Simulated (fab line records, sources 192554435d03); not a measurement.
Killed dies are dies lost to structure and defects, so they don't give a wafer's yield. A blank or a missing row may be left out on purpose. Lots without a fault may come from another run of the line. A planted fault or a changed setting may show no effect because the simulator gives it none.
fab line records | flow n5_finfet
record lots=24 wafers=72 last_day=18
route steps=1938 shown BEOL_M10@1491
lots that met no fault: from a run of the same line without faults
start_h: hours from the record's first day to the start of the lot's first wafer shown | wait_h: hours since the lot's step before | " the same as in the row above | L1.1+2: a row that stands for several wafers | - no value, or no start given | * or withheld: withheld | < > ~ a bound
route shown NAME@n: a module of which the file shows steps, and the number in the route of the first | usual: mean/standard deviation of fault-free wafers | same: alike in all rows | chamber/n: place in a boat | sites: the reading at each site | _std_site: their standard deviation | _edge_site: outer sites' mean less inner sites' | radius_mm: how far each site lies from the wafer's centre | mask NAME#n: copy n | behind: the tool/chamber that last shaped the wafer | hold: why the lot was held/for how many hours/how that ended | device: the transistor (n, p or np) that didn't switch | end of line: the same wafers' tests at the end of the route | a step without rows: its recipe alone | killed: dies lost to structure and defects at the first sort, not the wafer's yield | map: a wafer's dies, x killed, . not, _ none there
set.NAME: the setting as run; set.NAME@STEP: as run at that earlier step | model.NAME: the simulator's own value behind a step, which no gauge read
steps of the route over a sample of lots; a table a step, a row a wafer
services: from which hour (start_h, from the record's first day; less than 0 if before it) a tool's chamber was out of use, for how many hours, and why
## steps
# step N5_BEOL_M10_HM_OPEN_17
# recipe chemistry=Cl2/BCl3 target_depth_a=200 overetch_a=60 target=TiN mask_material=SOC ion_energy_ev=150 pressure_mtorr=10 icp_w=1000 bias_w=126 Cl2_flow_sccm=53.25 bcl3_flow_sccm=21.75 Ar_flow_sccm=25
# usual bias_w=126.0/0.35 drypump_motor_current_A=5.7/0.43 oes_product_au=0.69/0.042 throttle_valve_pct=21.97/0.23
# columns lot.wafer tool chamber start_h wait_h bias_w drypump_motor_current_A oes_product_au rf_hours_counter_h throttle_valve_pct
L074.3 rie_metal-02 1 226.55 0.1 125.6 5.3 0.71 - 22.14
L074.4 " 0 " " 125.8 5.2 0.79 - 21.54
L074.5 " 0 " " 125.5 5.2 0.78 - 21.57
L076.2 rie_metal-03 0 238.10 0.1 125.5 6.3 0.70 - 21.85
L076.4 " 0 " " 125.9 6.3 0.71 - 21.84
L076.5 " 0 " " 125.5 6.3 0.70 - 21.85
L075.3 rie_metal-03 0 243.55 0.1 126.1 6.3 0.70 - 21.86
L075.4 " 1 " " 126.0 5.8 0.66 - 22.23
L075.6 " 1 " " 126.3 5.8 0.66 - 22.23
L078.1 rie_metal-03 0 243.69 0.0 126.2 6.3 0.71 25 21.84
L078.2 " 1 " " 126.4 5.8 0.67 43 22.20
L078.4 " 1 " " 126.3 5.8 0.66 - 22.23
L077.4 rie_metal-02 0 251.60 0.1 125.7 5.2 0.76 - 21.56
L077.5 " 1 " " 126.4 5.3 0.71 - 22.14
L077.6 " 0 " " 126.0 5.2 0.77 - 21.57
L081.2 rie_metal-02 1 256.90 0.0 126.9 5.3 0.71 26 22.15
L081.4 " 0 " " 125.5 5.2 0.76 - 21.58
L081.6 " 1 " " 126.1 5.3 0.71 - 22.15
L080.2 rie_metal-01 0 266.26 0.0 126.7 6.2 0.62 64 21.89
L080.5 " 1 " " 125.3 5.6 0.71 - 22.12
L080.6 " 0 " " 127.0 6.1 0.62 - 21.90
L079.1 rie_metal-03 1 274.99 0.0 125.8 5.8 0.66 46 22.23
L079.5 " 1 " " 125.9 5.8 0.66 - 22.23
L079.6 " 1 " " 126.1 5.8 0.66 - 22.23
L083.1 rie_metal-03 0 293.19 0.0 125.7 6.3 0.70 28 21.85
L083.2 " 1 " " 126.0 5.8 0.66 48 22.24
L083.5 " 1 " " 125.8 5.8 0.65 - 22.21
L084.1 rie_metal-02 1 295.67 0.0 125.4 5.3 0.70 29 22.17
L084.4 " 1 " " 126.2 5.3 0.70 - 22.17
L084.5 " 1 " " 126.1 5.3 0.70 - 22.14
L082.2 rie_metal-03 1 297.15 0.0 125.9 5.8 0.65 49 22.24
L082.3 " 0 " " 126.8 6.4 0.70 - 21.85
L082.4 " 1 " " 125.5 5.8 0.65 - 22.24
L086.3 rie_metal-02 0 297.64 0.1 126.1 5.2 0.74 - 21.57
L086.4 " 1 " " 126.3 5.3 0.70 - 22.14
L086.5 " 0 " " 126.2 5.2 0.74 - 21.60
L088.1 rie_metal-03 0 297.90 0.0 125.8 6.4 0.70 29 21.82
L088.2 " 1 " " 125.9 5.8 0.66 49 22.22
L088.3 " 0 " " 125.2 6.3 0.71 - 21.83
L085.2 rie_metal-03 0 300.18 0.0 125.7 6.3 0.70 29 21.85
L085.4 " 0 " " 125.7 6.3 0.70 - 21.86
L085.5 " 1 " " 125.7 5.8 0.65 - 22.21
L089.4 rie_metal-03 0 306.34 0.1 126.3 6.4 0.70 - 21.87
L089.5 " 1 " " 126.6 5.8 0.65 - 22.25
L089.6 " 0 " " 126.0 6.3 0.70 - 21.84
L087.2 rie_metal-01 0 309.85 0.0 126.5 6.1 0.62 69 21.90
L087.4 " 1 " " 126.0 5.6 0.70 - 22.13
L087.5 " 1 " " 126.5 5.6 0.70 - 22.15
L090.2 rie_metal-01 1 317.00 0.0 126.2 5.6 0.69 29 22.14
L090.3 " 1 " " 125.8 5.6 0.69 - 22.15
L090.6 " 1 " " 126.0 5.6 0.69 - 22.13
L091.1 rie_metal-02 0 325.56 0.0 126.1 5.2 0.74 15 21.59
L091.3 " 1 " " 125.7 5.3 0.69 - 22.16
L091.6 " 0 " " 126.5 5.2 0.74 - 21.60
L092.1 rie_metal-01 0 341.39 0.0 126.1 6.2 0.60 71 21.91
L092.4 " 1 " " 125.7 5.6 0.68 - 22.15
L092.5 " 0 " " 126.1 6.2 0.60 - 21.92
L093.2 rie_metal-02 1 351.59 0.0 125.8 5.3 0.70 33 22.17
L093.3 " 0 " " 125.7 5.2 0.73 - 21.60
L093.6 " 1 " " 126.3 5.3 0.69 - 22.17
L097.2 rie_metal-02 0 359.68 0.0 126.2 5.2 0.74 18 21.58
L097.3 " 0 " " 126.3 5.2 0.74 - 21.58
L097.5 " 0 " " 126.0 5.2 0.74 - 21.57
L096.1 rie_metal-01 0 374.00 0.0 126.3 6.1 0.60 75 21.94
L096.3 " 0 " " 126.1 6.1 0.60 - 21.94
L096.6 " 1 " " 125.0 5.6 0.68 - 22.14
L094.1 rie_metal-03 0 374.23 0.0 125.9 6.3 0.67 35 21.89
L094.4 " 0 " " 125.6 6.3 0.69 - 21.88
L094.5 " 1 " " 126.1 5.8 0.64 - 22.25
L095.1 rie_metal-02 0 388.99 0.0 126.1 5.2 0.72 21 21.61
L095.3 " 0 " " 126.0 5.2 0.73 - 21.58
L095.5 " 1 " " 125.9 5.3 0.68 - 22.19
# step N5_BEOL_M10_CD_MEAS_28
# recipe target_cd_nm=70 landing_energy_ev=500 detector=se_inlens polarity=opening
# usual cd_nm=70.2/1.2
# columns lot.wafer tool chamber start_h wait_h cd_nm
L074.3 cd_sem-03 0 228.32 - 69.6
L074.4 " 0 " " 68.8
L074.5 " 0 " " 68.5
L076.2 cd_sem-01 0 238.87 - 70.4
L076.4 " 0 " " 71.1
L076.5 " 0 " " 69.6
L078.1 cd_sem-02 0 245.74 - 70.0
L078.2 " 0 " " 72.5
L078.4 " 0 " " 70.1
L075.3 cd_sem-01 0 245.91 - 72.8
L075.4 " 0 " " 71.2
L075.6 " 0 " " 70.8
L077.4 cd_sem-01 0 255.46 - 70.2
L077.5 " 0 " " 71.3
L077.6 " 0 " " 70.2
L081.2 cd_sem-01 0 258.35 - 70.8
L081.4 " 0 " " 71.7
L081.6 " 0 " " 71.8
L080.2 cd_sem-01 0 266.99 - 68.8
L080.5 " 0 " " 70.1
L080.6 " 0 " " 70.7
L079.1 cd_sem-02 0 275.82 - 71.0
L079.5 " 0 " " 71.1
L079.6 " 0 " " 71.6
L083.1 cd_sem-02 0 293.82 - 71.2
L083.2 " 0 " " 69.8
L083.5 " 0 " " 69.2
L084.1 cd_sem-03 0 296.28 - 69.1
L084.4 " 0 " " 69.4
L084.5 " 0 " " 67.9
L082.2 cd_sem-01 0 298.85 - 70.9
L082.3 " 0 " " 68.2
L082.4 " 0 " " 70.5
L086.3 cd_sem-01 0 299.02 - 71.2
L086.4 " 0 " " 73.2
L086.5 " 0 " " 72.8
L088.1 cd_sem-03 0 299.19 - 70.9
L088.2 " 0 " " 69.4
L088.3 " 0 " " 69.9
L085.2 cd_sem-03 0 300.87 - 68.1
L085.4 " 0 " " 68.7
L085.5 " 0 " " 68.5
L089.4 cd_sem-02 0 307.63 - 69.1
L089.5 " 0 " " 71.5
L089.6 " 0 " " 69.0
L087.2 cd_sem-03 0 311.08 - 71.3
L087.4 " 0 " " 70.2
L087.5 " 0 " " 70.0
L090.2 cd_sem-03 0 319.94 - 71.3
L090.3 " 0 " " 68.9
L090.6 " 0 " " 69.2
L091.1 cd_sem-02 0 327.40 - 71.6
L091.3 " 0 " " 69.9
L091.6 " 0 " " 69.8
L092.1 cd_sem-01 0 343.39 - 68.3
L092.4 " 0 " " 67.2
L092.5 " 0 " " 68.9
L093.2 cd_sem-02 0 353.74 - 70.1
L093.3 " 0 " " 72.1
L093.6 " 0 " " 71.1
L097.2 cd_sem-02 0 364.35 - 69.6
L097.3 " 0 " " 69.4
L097.5 " 0 " " 69.2
L096.1 cd_sem-02 0 374.47 - 69.4
L096.3 " 0 " " 71.3
L096.6 " 0 " " 70.8
L094.1 cd_sem-03 0 374.82 - 72.0
L094.4 " 0 " " 70.8
L094.5 " 0 " " 69.7
L095.1 cd_sem-02 0 391.18 - 70.4
L095.3 " 0 " " 70.7
L095.5 " 0 " " 71.9
# step N5_BEOL_M10_ETCH_66
# recipe chemistry=N2/H2 target=SOC target_depth_a=1200 overetch_a=240 mask_material=SiARC temp_c=40 time_s=180 ion_energy_ev=200 pressure_mtorr=30 source_w=840 bias_w=150 n2_flow_sccm=200 h2_flow_sccm=200
# usual bias_w=150.0/0.44 drypump_motor_current_A=5.6/0.39 oes_product_au=0.63/0.069 rf_vpp_V=523.3/2.5 showerhead_plenum_p_Torr=2.52/0.084 throttle_valve_pct=17.72/0.26
# same time_s=180
# columns lot.wafer tool chamber start_h wait_h bias_w drypump_motor_current_A oes_product_au rf_hours_counter_h rf_vpp_V showerhead_plenum_p_Torr throttle_valve_pct
L074.3 rie_diel-05 1 229.13 0.0 150.0 5.3 0.66 97 527.9 2.66 17.40
L074.4 " 2 " " 150.1 5.1 0.58 197 525.0 2.62 17.81
L074.5 " 2 " " 150.6 5.1 0.58 - 527.3 2.62 17.79
L076.2 rie_diel-06 1 239.42 0.0 149.5 5.6 0.73 30 522.4 2.50 17.65
L076.4 " 0 " " 149.8 5.5 0.60 170 521.0 2.42 17.86
L076.5 " 1 " " 149.8 5.5 0.73 - 521.4 2.50 17.64
L078.1 rie_diel-01 0 245.91 0.0 149.3 5.2 0.56 241 525.6 2.59 17.99
L078.2 " 1 " " 149.0 6.0 0.57 227 520.7 2.42 18.18
L078.4 " 3 " " 149.8 6.6 0.54 230 526.9 2.59 17.32
L075.3 rie_diel-05 2 246.25 0.0 150.0 5.1 0.57 202 527.6 2.62 17.78
L075.4 " 0 " " 150.1 5.4 0.55 248 523.8 2.52 18.12
L075.6 " 0 " " 150.4 5.4 0.55 - 523.1 2.52 18.12
L077.4 rie_diel-06 3 255.70 0.1 151.7 5.5 0.59 - 527.5 2.63 17.74
L077.5 " 1 " " 150.3 5.6 0.72 - 521.7 2.50 17.67
L077.6 " 2 " " 150.0 5.8 0.66 - 522.2 2.44 17.57
L081.2 rie_diel-01 3 258.52 0.0 149.3 6.6 0.54 234 525.2 2.58 17.33
L081.4 " 2 " " 150.0 5.3 0.64 109 524.6 2.56 17.51
L081.6 " 0 " " 150.4 5.2 0.56 - 525.2 2.59 17.97
L080.2 rie_diel-01 2 267.20 0.0 150.8 5.3 0.64 112 524.0 2.56 17.51
L080.5 " 2 " " 150.1 5.3 0.64 - 523.7 2.56 17.53
L080.6 " 1 " " 149.9 6.0 0.57 - 521.0 2.42 18.17
L079.1 rie_diel-06 0 276.05 0.0 149.8 5.6 0.59 179 520.5 2.42 17.90
L079.5 " 0 " " 149.5 5.5 0.60 - 520.8 2.42 17.91
L079.6 " 3 " " 149.8 5.5 0.58 - 525.3 2.63 17.76
L083.1 rie_diel-06 3 294.00 0.0 149.6 5.5 0.57 213 527.7 2.62 17.78
L083.2 " 0 " " 149.7 5.6 0.59 187 521.0 2.42 17.91
L083.5 " 2 " " 150.9 5.9 0.66 - 520.2 2.43 17.59
L084.1 rie_diel-06 3 296.91 0.0 151.0 5.5 0.58 214 524.7 2.62 17.77
L084.4 " 0 " " 149.9 5.5 0.58 188 521.2 2.42 17.89
L084.5 " 0 " " 149.5 5.5 0.59 - 522.0 2.42 17.90
L082.2 rie_diel-01 1 299.02 0.0 149.2 6.0 0.56 251 519.0 2.41 18.19
L082.3 " 3 " " 150.3 6.6 0.54 253 525.5 2.58 17.38
L082.4 " 2 " " 150.2 5.3 0.63 - 522.7 2.55 17.54
L086.3 rie_diel-05 0 299.19 0.0 150.0 5.4 0.77 11 522.4 2.52 17.69
L086.4 " 2 " " 149.4 5.1 0.56 220 526.0 2.61 17.83
L086.5 " 3 " " 150.2 5.2 0.65 - 521.6 2.47 17.68
L088.1 rie_diel-06 3 299.36 0.0 149.9 5.5 0.58 215 526.1 2.62 17.78
L088.2 " 2 " " 150.3 5.9 0.66 114 520.9 2.43 17.60
L088.3 " 1 " " 150.2 5.6 0.70 54 522.2 2.49 17.69
L085.2 rie_diel-05 0 301.26 0.0 149.8 5.4 0.77 12 522.3 2.52 17.70
L085.4 " 1 " " 149.9 5.3 0.65 122 528.0 2.65 17.43
L085.5 " 3 " " 150.5 5.2 0.66 - 521.7 2.47 17.69
L089.4 rie_diel-06 1 307.86 0.1 149.8 5.5 0.70 - 521.4 2.49 17.68
L089.5 " 3 " " 149.9 5.5 0.57 - 524.2 2.62 17.77
L089.6 " 0 " " 149.9 5.5 0.59 - 519.8 2.41 17.91
L087.2 rie_diel-06 2 311.25 0.0 149.8 5.9 0.65 115 521.3 2.43 17.60
L087.4 " 0 " " 150.6 5.5 0.58 194 520.7 2.41 17.91
L087.5 " 1 " " 149.6 5.5 0.70 - 521.0 2.49 17.70
L090.2 rie_diel-05 0 320.11 0.0 150.7 5.4 0.74 18 523.6 2.51 17.69
L090.3 " 3 " " 150.4 5.2 0.65 97 521.8 2.47 17.70
L090.6 " 0 " " 149.9 5.4 0.74 - 524.5 2.51 17.71
L091.1 rie_diel-01 1 327.91 0.0 150.1 6.0 0.55 264 520.4 2.41 18.23
L091.3 " 0 " " 150.0 5.2 0.75 10 525.0 2.58 17.56
L091.6 " 1 " " 149.7 6.0 0.55 - 519.6 2.41 18.23
L092.1 rie_diel-01 1 343.87 0.0 150.2 6.0 0.55 270 519.5 2.40 18.23
L092.4 " 0 " " 150.1 5.2 0.73 - 526.6 2.58 17.60
L092.5 " 1 " " 149.8 6.0 0.54 - 518.7 2.40 18.22
L093.2 rie_diel-05 3 353.94 0.0 149.9 5.2 0.64 106 521.2 2.47 17.73
L093.3 " 2 " " 150.6 5.1 0.55 242 524.8 2.60 17.88
L093.6 " 2 " " 150.0 5.1 0.56 - 525.0 2.60 17.87
L097.2 rie_diel-06 0 364.52 0.0 149.4 5.5 0.57 213 521.8 2.41 17.94
L097.3 " 2 " " 149.7 5.9 0.64 133 522.0 2.42 17.63
L097.5 " 0 " " 149.9 5.5 0.57 - 521.1 2.41 17.96
L096.1 rie_diel-06 2 374.69 0.0 150.0 5.8 0.64 137 521.7 2.42 17.63
L096.3 " 1 " " 150.3 5.6 0.67 81 522.6 2.48 17.75
L096.6 " 3 " " 149.6 5.5 0.56 - 524.3 2.61 17.82
L094.1 rie_diel-06 0 375.23 0.0 149.8 5.6 0.57 217 521.6 2.40 17.96
L094.4 " 1 " " 149.7 5.6 0.67 82 521.2 2.48 17.76
L094.5 " 3 " " 150.0 5.5 0.56 - 525.9 2.61 17.83
L095.1 rie_diel-01 1 391.54 0.0 149.9 6.1 0.79 5 529.5 2.73 17.70
L095.3 " 2 " " 149.1 5.3 0.61 149 524.9 2.54 17.57
L095.5 " 2 " " 149.4 5.3 0.62 - 525.1 2.54 17.58
# step N5_BEOL_M10_STRIP_36
# recipe chemistry=N2/H2 power_w=450 temp_c=40 pressure_mtorr=20 rf_frequency_hz=6e+07 overash_fraction=0.3 bias_power_w=7 h2_frac=0.5 n2_flow_sccm=200 h2_flow_sccm=200
# usual drypump_motor_current_A=5.6/0.39 oes_product_au=0.78/0.091 rf_vpp_V=59.2/1.9 showerhead_plenum_p_Torr=2.52/0.084 throttle_valve_pct=23.5/0.33
# same overash_fraction=0.3
# columns lot.wafer tool chamber start_h wait_h drypump_motor_current_A oes_product_au rf_hours_counter_h rf_vpp_V showerhead_plenum_p_Torr throttle_valve_pct
L074.3 rie_diel-05 1 229.32 0.0 5.3 0.82 97 60.9 2.65 23.0
L074.4 " 2 " " 5.1 0.70 197 61.7 2.62 23.5
L074.5 " 2 " " 5.1 0.71 - 60.2 2.62 23.5
L076.2 rie_diel-06 1 239.61 0.0 5.5 0.94 30 58.5 2.50 23.5
L076.4 " 0 " " 5.6 0.77 170 61.3 2.42 23.6
L076.5 " 1 " " 5.6 0.93 - 58.7 2.50 23.5
L078.1 rie_diel-01 0 246.10 0.0 5.2 0.70 241 58.4 2.59 23.8
L078.2 " 1 " " 6.0 0.69 228 55.4 2.42 24.0
L078.4 " 3 " " 6.6 0.68 230 63.0 2.58 22.8
L075.3 rie_diel-05 2 246.44 0.0 5.1 0.70 202 58.4 2.62 23.5
L075.4 " 0 " " 5.4 0.67 248 63.3 2.52 23.9
L075.6 " 0 " " 5.4 0.67 - 59.8 2.52 23.9
L077.4 rie_diel-06 3 255.85 0.0 5.5 0.72 - 56.3 2.63 23.5
L077.5 " 1 " " 5.6 0.91 - 59.4 2.49 23.5
L077.6 " 2 " " 5.9 0.84 - 56.8 2.43 23.2
L081.2 rie_diel-01 3 258.71 0.0 6.6 0.67 234 59.1 2.58 22.8
L081.4 " 2 " " 5.3 0.82 109 59.4 2.55 23.3
L081.6 " 0 " " 5.2 0.69 - 58.2 2.59 23.8
L080.2 rie_diel-01 2 267.38 0.0 5.3 0.81 112 59.6 2.55 23.3
L080.5 " 2 " " 5.3 0.81 - 57.4 2.55 23.3
L080.6 " 1 " " 6.0 0.69 - 59.4 2.41 24.1
L079.1 rie_diel-06 0 276.24 0.0 5.5 0.75 179 59.2 2.41 23.7
L079.5 " 0 " " 5.6 0.75 - 59.6 2.41 23.6
L079.6 " 3 " " 5.5 0.71 - 59.0 2.63 23.5
L083.1 rie_diel-06 3 294.18 0.0 5.5 0.70 213 57.6 2.62 23.5
L083.2 " 0 " " 5.5 0.74 187 58.8 2.41 23.7
L083.5 " 2 " " 5.9 0.81 - 59.5 2.43 23.2
L084.1 rie_diel-06 3 297.10 0.0 5.5 0.71 214 62.3 2.62 23.5
L084.4 " 0 " " 5.6 0.75 188 59.3 2.41 23.7
L084.5 " 0 " " 5.6 0.74 - 56.8 2.41 23.7
L082.2 rie_diel-01 1 299.20 0.0 6.0 0.69 251 59.7 2.41 24.1
L082.3 " 3 " " 6.6 0.67 253 59.2 2.57 22.8
L082.4 " 2 " " 5.3 0.80 - 60.1 2.55 23.3
L086.3 rie_diel-05 0 299.37 0.0 5.4 0.94 11 56.7 2.51 23.5
L086.4 " 2 " " 5.1 0.69 220 60.0 2.61 23.5
L086.5 " 3 " " 5.2 0.82 - 55.3 2.47 23.4
L088.1 rie_diel-06 3 299.55 0.0 5.5 0.69 215 61.0 2.62 23.5
L088.2 " 2 " " 5.8 0.81 114 58.8 2.43 23.2
L088.3 " 1 " " 5.5 0.88 54 55.6 2.49 23.5
L085.2 rie_diel-05 0 301.44 0.0 5.4 0.96 12 59.6 2.51 23.6
L085.4 " 1 " " 5.3 0.81 122 59.7 2.64 23.0
L085.5 " 3 " " 5.2 0.81 - 59.8 2.47 23.4
L089.4 rie_diel-06 1 308.01 0.0 5.6 0.88 - 60.1 2.49 23.5
L089.5 " 3 " " 5.5 0.69 - 57.6 2.62 23.5
L089.6 " 0 " " 5.5 0.73 - 60.5 2.41 23.7
L087.2 rie_diel-06 2 311.44 0.0 5.9 0.79 115 64.4 2.43 23.2
L087.4 " 0 " " 5.5 0.74 194 59.1 2.41 23.7
L087.5 " 1 " " 5.5 0.88 - 56.8 2.49 23.5
L090.2 rie_diel-05 0 320.30 0.0 5.4 0.90 18 60.0 2.51 23.6
L090.3 " 3 " " 5.2 0.79 97 56.9 2.47 23.4
L090.6 " 0 " " 5.4 0.92 - 60.4 2.51 23.6
L091.1 rie_diel-01 1 328.09 0.0 6.0 0.67 264 56.4 2.40 24.1
L091.3 " 0 " " 5.2 0.94 10 56.1 2.58 23.5
L091.6 " 1 " " 6.1 0.67 - 54.6 2.40 24.1
L092.1 rie_diel-01 1 344.06 0.0 6.0 0.68 270 59.9 2.40 24.1
L092.4 " 0 " " 5.2 0.91 - 60.0 2.58 23.5
L092.5 " 1 " " 6.0 0.68 - 60.4 2.40 24.1
L093.2 rie_diel-05 3 354.13 0.0 5.2 0.81 106 57.6 2.46 23.5
L093.3 " 2 " " 5.1 0.68 242 59.7 2.60 23.6
L093.6 " 2 " " 5.1 0.69 - 61.0 2.60 23.6
L097.2 rie_diel-06 0 364.71 0.0 5.5 0.73 213 58.8 2.40 23.8
L097.3 " 2 " " 5.9 0.79 133 61.0 2.42 23.2
L097.5 " 0 " " 5.5 0.73 - 57.7 2.40 23.7
L096.1 rie_diel-06 2 374.88 0.0 5.9 0.79 137 56.0 2.42 23.3
L096.3 " 1 " " 5.6 0.86 81 60.5 2.48 23.6
L096.6 " 3 " " 5.5 0.70 - 60.5 2.61 23.5
L094.1 rie_diel-06 0 375.42 0.0 5.5 0.71 217 62.2 2.40 23.7
L094.4 " 1 " " 5.6 0.85 82 59.1 2.48 23.5
L094.5 " 3 " " 5.5 0.69 - 54.6 2.61 23.5
L095.1 rie_diel-01 1 391.73 0.0 6.0 0.98 5 58.3 2.73 23.5
L095.3 " 2 " " 5.3 0.76 149 56.6 2.54 23.3
L095.5 " 2 " " 5.3 0.78 - 61.4 2.54 23.3
# step N5_BEOL_M10_DEGAS_44
# recipe ambient=vacuum temp_c=250 time_s=60
# usual heater_power_w=332/22
# same time_s=60
# columns lot.wafer tool chamber start_h wait_h heater_power_w
L074.3 pvd_sputter-02 - 232.04 2.1 329
L074.4 " - " " 324
L074.5 " - " " 321
L076.2 pvd_sputter-01 - 240.52 0.4 339
L076.4 " - " " 351
L076.5 " - " " 280
L078.1 pvd_sputter-03 - 247.29 0.7 287
L078.2 " - " " 340
L078.4 " - " " 350
L075.3 pvd_sputter-01 - 247.35 0.3 278
L075.4 " - " " 317
L075.6 " - " " 341
L077.4 pvd_sputter-03 - 256.63 0.2 343
L077.5 " - " " 346
L077.6 " - " " 349
L081.2 pvd_sputter-01 - 259.64 0.2 322
L081.4 " - " " 274
L081.6 " - " " 352
L080.2 pvd_sputter-03 - 268.50 0.4 290
L080.5 " - " " 347
L080.6 " - " " 343
L079.1 pvd_sputter-03 - 278.96 2.2 339
L079.5 " - " " 336
L079.6 " - " " 345
L083.1 pvd_sputter-02 - 296.02 1.1 334
L083.2 " - " " 340
L083.5 " - " " 331
L084.1 pvd_sputter-01 - 299.24 1.6 331
L084.4 " - " " 269
L084.5 " - " " 350
L082.2 pvd_sputter-02 - 300.30 0.6 327
L082.3 " - " " 355
L082.4 " - " " 329
L088.1 pvd_sputter-02 - 300.38 0.4 350
L088.2 " - " " 326
L088.3 " - " " 334
L086.3 pvd_sputter-02 - 300.46 0.4 325
L086.4 " - " " 342
L086.5 " - " " 333
L085.2 pvd_sputter-03 - 304.79 2.7 349
L085.4 " - " " 346
L085.5 " - " " 347
L089.4 pvd_sputter-03 - 309.21 0.3 344
L089.5 " - " " 345
L089.6 " - " " 358
L087.2 pvd_sputter-03 - 312.34 0.4 349
L087.4 " - " " 347
L087.5 " - " " 344
L090.2 pvd_sputter-03 - 321.18 0.4 294
L090.3 " - " " 345
L090.6 " - " " 336
L091.1 pvd_sputter-02 - 329.56 0.8 323
L091.3 " - " " 338
L091.6 " - " " 328
L092.1 pvd_sputter-02 - 344.97 0.4 354
L092.4 " - " " 323
L092.5 " - " " 316
L093.2 pvd_sputter-02 - 355.30 0.6 329
L093.3 " - " " 333
L093.6 " - " " 347
L097.2 pvd_sputter-01 - 365.50 0.3 352
L097.3 " - " " 272
L097.5 " - " " 324
L096.1 pvd_sputter-03 - 375.84 0.5 348
L096.3 " - " " 341
L096.6 " - " " 340
L094.1 pvd_sputter-03 - 376.32 0.4 296
L094.4 " - " " 349
L094.5 " - " " 346
L095.1 pvd_sputter-01 - 392.59 0.3 269
L095.3 " - " " 348
L095.5 " - " " 335
# step N5_BEOL_M10_ANNEAL_51
# recipe temp_c=225 time_s=90 ambient=N2
# usual wafer_temp_C_max=226.3/0.35
# same time_s=90
# columns lot.wafer tool chamber start_h wait_h wafer_temp_C_max
L074.3 rtp_anneal-02 0 233.09 0.1 226.0
L074.4 " 0 " " 226.0
L074.5 " 0 " " 226.1
L076.2 rtp_anneal-02 0 242.93 0.3 226.0
L076.4 " 0 " " 226.4
L076.5 " 0 " " 226.3
L078.1 rtp_anneal-02 0 248.71 0.5 226.2
L078.2 " 0 " " 226.2
L078.4 " 0 " " 226.4
L075.3 rtp_anneal-01 0 248.88 0.6 226.4
L075.4 " 0 " " 226.9
L075.6 " 0 " " 226.1
L077.4 rtp_anneal-02 0 257.89 0.3 225.9
L077.5 " 0 " " 225.6
L077.6 " 0 " " 226.0
L081.2 rtp_anneal-01 0 260.66 0.1 226.5
L081.4 " 0 " " 226.0
L081.6 " 0 " " 225.9
L080.2 rtp_anneal-01 0 270.41 0.9 227.0
L080.5 " 0 " " 226.7
L080.6 " 0 " " 226.6
L079.1 rtp_anneal-01 0 279.90 0.1 226.2
L079.5 " 0 " " 226.5
L079.6 " 0 " " 226.2
L083.1 rtp_anneal-02 0 297.25 0.1 226.2
L083.2 " 0 " " 226.0
L083.5 " 0 " " 226.1
L084.1 rtp_anneal-01 0 300.47 0.2 226.0
L084.4 " 0 " " 226.3
L084.5 " 0 " " 226.3
L082.2 rtp_anneal-01 0 301.89 0.5 226.3
L082.3 " 0 " " 226.3
L082.4 " 0 " " 226.7
L086.3 rtp_anneal-01 0 302.20 0.7 225.9
L086.4 " 0 " " 225.9
L086.5 " 0 " " 226.1
L088.1 rtp_anneal-02 0 302.54 0.9 226.0
L088.2 " 0 " " 226.4
L088.3 " 0 " " 226.0
L085.2 rtp_anneal-02 0 305.79 0.1 225.8
L085.4 " 0 " " 225.8
L085.5 " 0 " " 225.9
L089.4 rtp_anneal-02 0 312.15 0.3 226.4
L089.5 " 0 " " 226.2
L089.6 " 0 " " 226.0
L087.2 rtp_anneal-01 0 313.25 0.1 226.5
L087.4 " 0 " " 226.9
L087.5 " 0 " " 226.6
L090.2 rtp_anneal-02 0 322.84 0.9 225.8
L090.3 " 0 " " 226.2
L090.6 " 0 " " 226.0
L091.1 rtp_anneal-01 0 330.74 0.2 226.0
L091.3 " 0 " " 225.8
L091.6 " 0 " " 225.9
L092.1 rtp_anneal-01 0 347.28 1.0 226.8
L092.4 " 0 " " 226.3
L092.5 " 0 " " 226.9
L093.2 rtp_anneal-01 0 356.57 0.5 226.5
L093.3 " 0 " " 226.2
L093.6 " 0 " " 226.4
L097.2 rtp_anneal-01 0 366.54 0.1 226.7
L097.3 " 0 " " 226.1
L097.5 " 0 " " 226.7
L096.1 rtp_anneal-01 0 376.72 0.1 226.4
L096.3 " 0 " " 226.7
L096.6 " 0 " " 227.2
L094.1 rtp_anneal-02 0 378.80 0.1 226.1
L094.4 " 0 " " 226.1
L094.5 " 0 " " 226.2
L095.1 rtp_anneal-01 0 395.24 0.3 227.0
L095.3 " 0 " " 226.3
L095.5 " 0 " " 226.9
## services
# columns tool chamber start_h hours kind
rie_diel-01 2 225.67 2.5 repair
rie_diel-01 0 230.15 3.8 repair
rie_metal-03 1 237.99 2.5 repair
rtp_anneal-01 - 244.75 3.0 pm
rie_diel-06 0 251.86 12.1 repair
rie_metal-03 0 259.33 20.7 repair
rie_diel-06 3 267.73 5.6 repair
rie_diel-01 0 273.91 - clean
rie_diel-01 0 273.91 - consumable_replace:esc
rie_diel-01 2 274.40 6.1 repair
rie_metal-02 - 288.37 2.8 pm
rie_metal-02 1 292.25 2.5 repair
rie_diel-06 2 299.66 8.5 repair
pvd_sputter-01 - 302.54 1.3 repair
rie_diel-01 2 318.89 28.1 repair
pvd_sputter-01 - 331.05 9.3 repair
rie_diel-05 3 331.24 12.5 repair
rie_metal-03 0 340.53 12.6 repair
rtp_anneal-02 - 343.28 3.1 pm
rie_diel-01 - 353.12 0.2 repair
rie_diel-05 2 372.14 6.0 repair
rie_metal-01 - 382.72 0.7 repair
pvd_sputter-03 - 386.79 2.2 repair
pvd_sputter-02 - 391.45 3.8 repair
## key
fault none
